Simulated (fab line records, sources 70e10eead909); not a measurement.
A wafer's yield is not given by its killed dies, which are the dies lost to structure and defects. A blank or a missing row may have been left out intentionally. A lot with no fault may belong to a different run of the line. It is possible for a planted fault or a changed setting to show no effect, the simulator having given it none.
Which tool is to blame? | flow nand harc | Sampling: 12 lots, 36 wafers, 5 of 1159 route steps

WHAT EACH GAUGE READ, for each wafer
NHARC_END_SORT_01. Usual: killed at array 28, standard deviation 11; killed at other 0.9, standard deviation 1.2; killed at periphery 2.6, standard deviation 2.1; killed dies 31, standard deviation 11; killed open 3.1, standard deviation 1.7; killed short 1.9, standard deviation 1.3.
lot  | measured     | on        | killed at array | killed at other | killed at periphery | killed dies | killed open | killed short | flag
L985 | day 21 12:38 | prober-01 | 44 46 41        | 2 1 1           | 6 1 5               | 52 48 47    | 2 2 5       | 1 1 1        |
L986 | day 21 04:14 | prober-02 | 11 12 12        | 1 0 0           | 2 1 3               | 14 13 15    | 4 1 1       | 1 0 1        |
L988 | day 22 06:23 | prober-02 | 29 38 39        | 0 0 0           | 3 3 1               | 32 41 40    | 6 4 0       | 0 2 2        |
L989 | day 21 23:42 | prober-01 | 15 23 18        | 0 0 0           | 3 4 3               | 18 27 21    | 0 3 3       | 0 1 1        |
L991 | day 25 11:08 | prober-02 | 18 261 16       | 4 1 3           | 4 2 1               | 26 264 20   | 6 2 5       | 1 1 4        | OFF
L994 | day 24 12:37 | prober-02 | 339 368 37      | 0 1 0           | 2 0 1               | 341 369 38  | 2 3 6       | 1 2 3        | OFF
L101 | day 26 06:05 | prober-02 | 38 41 38        | 0 0 0           | 4 1 2               | 42 42 40    | 3 0 4       | 3 2 1        |
L102 | day 26 14:43 | prober-02 | 42 34 28        | 0 0 1           | 2 5 0               | 44 39 29    | 5 6 3       | 3 1 2        |
L104 | day 26 21:41 | prober-02 | 15 17 21        | 1 0 0           | 6 3 7               | 22 20 28    | 4 4 7       | 0 1 1        |
L103 | day 27 05:28 | prober-02 | 52 50 58        | 1 0 0           | 0 3 3               | 53 53 61    | 2 5 5       | 2 4 0        |
L105 | day 27 20:56 | prober-02 | 39 27 36        | 2 7 1           | 0 0 0               | 41 34 37    | 5 1 3       | 2 1 2        |
L107 | day 27 02:29 | prober-01 | 25 21 32        | 0 1 2           | 13 7 7              | 38 29 41    | 7 5 3       | 3 3 2        | OFF

EACH LOT AND THE TOOL THAT RAN IT (in order: tool; ch and the chambers of the sampled wafers; start)
lot  | NHARC_A_STAIRCASE_ETCH_203                    | NHARC_A_STAIRCASE_ETCH_221         | NHARC_A_STAIRCASE_ETCH_227                    | NHARC_A_STAIRCASE_ETCH_232
L985 | rie diel-13 ch 0,3, day 11 22:09 or earlier   | rie diel-13 ch 1,2, day 11 22:09   | rie diel-13 ch 2,3, day 21 12:38 or earlier   | rie diel-09 ch 0,2,3, day 21 12:38 or earlier
L986 | rie diel-13 ch 0,1,3, day 11 22:55 or earlier | rie diel-13 ch 0,2,3, day 11 22:55 | rie diel-13 ch 0,1,3, day 21 04:14 or earlier | rie diel-11 ch 1,2,3, day 21 04:14 or earlier
L988 | rie diel-13 ch 0,1, day 12 01:53 or earlier   | rie diel-11 ch 0,1,3, day 12 01:53 | rie diel-11 ch 0,1, day 22 06:23 or earlier   | rie diel-09 ch 1,3, day 22 06:23 or earlier
L989 | rie diel-09 ch 0,2,3, day 12 04:19 or earlier | rie diel-13 ch 2,3, day 12 04:19   | rie diel-13 ch 0,1,3, day 21 23:42 or earlier | rie diel-09 ch 1,2,3, day 21 23:42 or earlier
L991 | rie diel-09 ch 0,1,3, day 13 02:47 or earlier | rie diel-11 ch 0,1,2, day 13 02:47 | rie diel-11 ch 0,2,3, day 25 11:08 or earlier | rie diel-09 ch 0,2,3, day 25 11:08 or earlier
L994 | rie diel-09 ch 0,2, day 13 12:40 or earlier   | rie diel-11 ch 0,1,2, day 13 12:40 | rie diel-11 ch 1,3, day 24 12:37 or earlier   | rie diel-11 ch 1,2,3, day 24 12:37 or earlier
L101 | rie diel-09 ch 0,1,3, day 15 14:28 or earlier | rie diel-11 ch 0,2,3, day 15 14:28 | rie diel-11 ch 0,1,2, day 26 06:05 or earlier | rie diel-13 ch 0,1,2, day 26 06:05 or earlier
L102 | rie diel-13 ch 1,2,3, day 15 18:11 or earlier | rie diel-11 ch 0,1, day 15 18:11   | rie diel-11 ch 0,2,3, day 26 14:43 or earlier | rie diel-13 ch 0,1, day 26 14:43 or earlier
L104 | rie diel-11 ch 1,2, day 15 23:10 or earlier   | rie diel-11 ch 0,3, day 15 23:10   | rie diel-11 ch 0,1, day 26 21:41 or earlier   | rie diel-11 ch 0,1, day 26 21:41 or earlier
L103 | rie diel-09 ch 2,3, day 16 05:48 or earlier   | rie diel-11 ch 1,2,3, day 16 05:48 | rie diel-11 ch 0,1,2, day 27 05:28 or earlier | rie diel-09 ch 1,2, day 27 05:28 or earlier
L105 | rie diel-09 ch 0,1,2, day 16 14:12 or earlier | rie diel-13 ch 0,1,3, day 16 14:12 | rie diel-13 ch 1,2, day 27 20:56 or earlier   | rie diel-13 ch 0,1,3, day 27 20:56 or earlier
L107 | rie diel-09 ch 1,3, day 17 00:03 or earlier   | rie diel-13 ch 0,1,3, day 17 00:03 | rie diel-13 ch 0,3, day 27 02:29 or earlier   | rie diel-13 ch 0,2, day 27 02:29 or earlier
- NHARC_A_STAIRCASE_ETCH_203: etches the open film in C4F8/O2, target depth 100 nm, time 40.5 s.
- NHARC_A_STAIRCASE_ETCH_221: etches the open film in C4F8/O2, target depth 100 nm, time 40.5 s.
- NHARC_A_STAIRCASE_ETCH_227: etches the open film in C4F8/O2, target depth 100 nm, time 40.5 s.
- NHARC_A_STAIRCASE_ETCH_232: etches the open film in C4F8/O2, target depth 100 nm, time 40.5 s.

WHAT THE TOOLS THEMSELVES READ (means of the sampled wafers that have a number; where no wafer has one, the mark that the record gives instead)
NHARC_A_STAIRCASE_ETCH_203. Usual: oes product au 0.941 a.u., standard deviation 0.011; rf fwd power W 591.7 W, standard deviation 2.4; rf vpp V 895 V, standard deviation 5.4.
lot  | tool        | oes product au (a.u.) | rf fwd power W (W) | rf vpp V (V) | flag
L985 | rie diel-13 | 0.924                 | 592.0              | 891          |
L986 | rie diel-13 | 0.928                 | 593.3              | 892          |
L988 | rie diel-13 | 0.932                 | 593.5              | 895          |
L989 | rie diel-09 | 0.944                 | 593.2              | 895          |
L991 | rie diel-09 | 0.945                 | 592.8              | 897          |
L994 | rie diel-09 | 0.946                 | 590.6              | 894          |
L101 | rie diel-09 | 0.924                 | 592.5              | 897          |
L102 | rie diel-13 | 0.925                 | 591.7              | 896          |
L104 | rie diel-11 | 0.950                 | 590.7              | 895          |
L103 | rie diel-09 | 0.945                 | 589.4              | 896          |
L105 | rie diel-09 | 0.925                 | 592.7              | 897          |
L107 | rie diel-09 | 0.938                 | 593.1              | 899          |

NHARC_A_STAIRCASE_ETCH_221. Usual: oes product au 0.938 a.u., standard deviation 0.013; rf fwd power W 591.9 W, standard deviation 2.2; rf vpp V 894 V, standard deviation 5.1.
lot  | tool        | oes product au (a.u.) | rf fwd power W (W) | rf vpp V (V) | flag
L985 | rie diel-13 | 0.920                 | 592.5              | 890          |
L986 | rie diel-13 | 0.916                 | 591.3              | 891          |
L988 | rie diel-11 | 0.953                 | 591.0              | 893          |
L989 | rie diel-13 | 0.941                 | 591.7              | 887          |
L991 | rie diel-11 | 1.000                 | 594.1              | 894          | OFF
L994 | rie diel-11 | 1.025                 | 593.8              | 893          | OFF
L101 | rie diel-11 | 0.933                 | 592.8              | 891          |
L102 | rie diel-11 | 0.947                 | 593.9              | 896          |
L104 | rie diel-11 | 0.933                 | 592.6              | 889          |
L103 | rie diel-11 | 0.945                 | 592.9              | 894          |
L105 | rie diel-13 | 0.932                 | 591.7              | 899          |
L107 | rie diel-13 | 0.919                 | 590.2              | 898          |

NHARC_A_STAIRCASE_ETCH_227. Usual: oes product au 0.941 a.u., standard deviation 0.011; rf fwd power W 591.8 W, standard deviation 2.5; rf vpp V 894 V, standard deviation 5.4.
lot  | tool        | oes product au (a.u.) | rf fwd power W (W) | rf vpp V (V) | flag
L985 | rie diel-13 | 0.932                 | 592.1              | 887          |
L986 | rie diel-13 | 0.931                 | 593.1              | 892          |
L988 | rie diel-11 | 0.950                 | 590.6              | 895          |
L989 | rie diel-13 | 0.925                 | 592.5              | 893          |
L991 | rie diel-11 | 0.933                 | 591.5              | 891          |
L994 | rie diel-11 | 0.952                 | 590.6              | 895          |
L101 | rie diel-11 | 0.943                 | 591.8              | 892          |
L102 | rie diel-11 | 0.944                 | 591.5              | 891          |
L104 | rie diel-11 | 0.942                 | 593.6              | 891          |
L103 | rie diel-11 | 0.953                 | 593.1              | 892          |
L105 | rie diel-13 | 0.932                 | 591.4              | 890          |
L107 | rie diel-13 | 0.931                 | 590.7              | 900          |

NHARC_A_STAIRCASE_ETCH_232. Usual: oes product au 0.949 a.u., standard deviation 0.0099; rf fwd power W 591.9 W, standard deviation 2.6; rf vpp V 895 V, standard deviation 5.4.
lot  | tool        | oes product au (a.u.) | rf fwd power W (W) | rf vpp V (V) | flag
L985 | rie diel-09 | 0.954                 | 591.5              | 895          |
L986 | rie diel-11 | 0.952                 | 591.7              | 894          |
L988 | rie diel-09 | 0.958                 | 589.8              | 900          |
L989 | rie diel-09 | 0.949                 | 592.2              | 900          |
L991 | rie diel-09 | 0.940                 | 590.3              | 894          |
L994 | rie diel-11 | 0.949                 | 591.6              | 894          |
L101 | rie diel-13 | 0.948                 | 590.5              | 893          |
L102 | rie diel-13 | 0.951                 | 593.2              | 895          |
L104 | rie diel-11 | 0.941                 | 594.6              | 890          |
L103 | rie diel-09 | 0.950                 | 593.9              | 903          |
L105 | rie diel-13 | 0.952                 | 591.7              | 898          |
L107 | rie diel-13 | 0.960                 | 592.1              | 895          |

THE ANSWER, worked out from the rows above alone
Rule: take the mean of a lot's wafers that have a number; if it is more than 3 standard deviations from the usual mean, the lot is off. A lot without any number at a reading at which 4 lots or more have one is off too. Any other lot the step has rows for is counted as sound. First the gauges in route order, then the tools' own readings, where a lot's mean is used as printed above. The first step at which some lot is off is used, and at that step the reading that is off furthest; a lot without a number counts as furthest.
Off at NHARC_END_SORT_01 (killed at array): L991, L994.
A tool fits if, at a process step before that reading, it ran every lot that is off, and no sound lot after the first of them. Not tried: the gauges at NHARC_END_SORT_01; whatever is off there is also off at NHARC_A_STAIRCASE_ETCH_221, on other tools, and gauge error can't account for it. Because NHARC_A_STAIRCASE_ETCH_203 lacks a start for some lots, the hours and order of its lots are taken from NHARC_A_STAIRCASE_ETCH_221. Because NHARC_A_STAIRCASE_ETCH_227 lacks a start for some lots, the hours and order of its lots are taken from NHARC_END_SORT_01. Because NHARC_A_STAIRCASE_ETCH_232 lacks a start for some lots, the hours and order of its lots are taken from NHARC_END_SORT_01. None of those tried fits.

WHAT THE SIMULATOR HAD INSERTED
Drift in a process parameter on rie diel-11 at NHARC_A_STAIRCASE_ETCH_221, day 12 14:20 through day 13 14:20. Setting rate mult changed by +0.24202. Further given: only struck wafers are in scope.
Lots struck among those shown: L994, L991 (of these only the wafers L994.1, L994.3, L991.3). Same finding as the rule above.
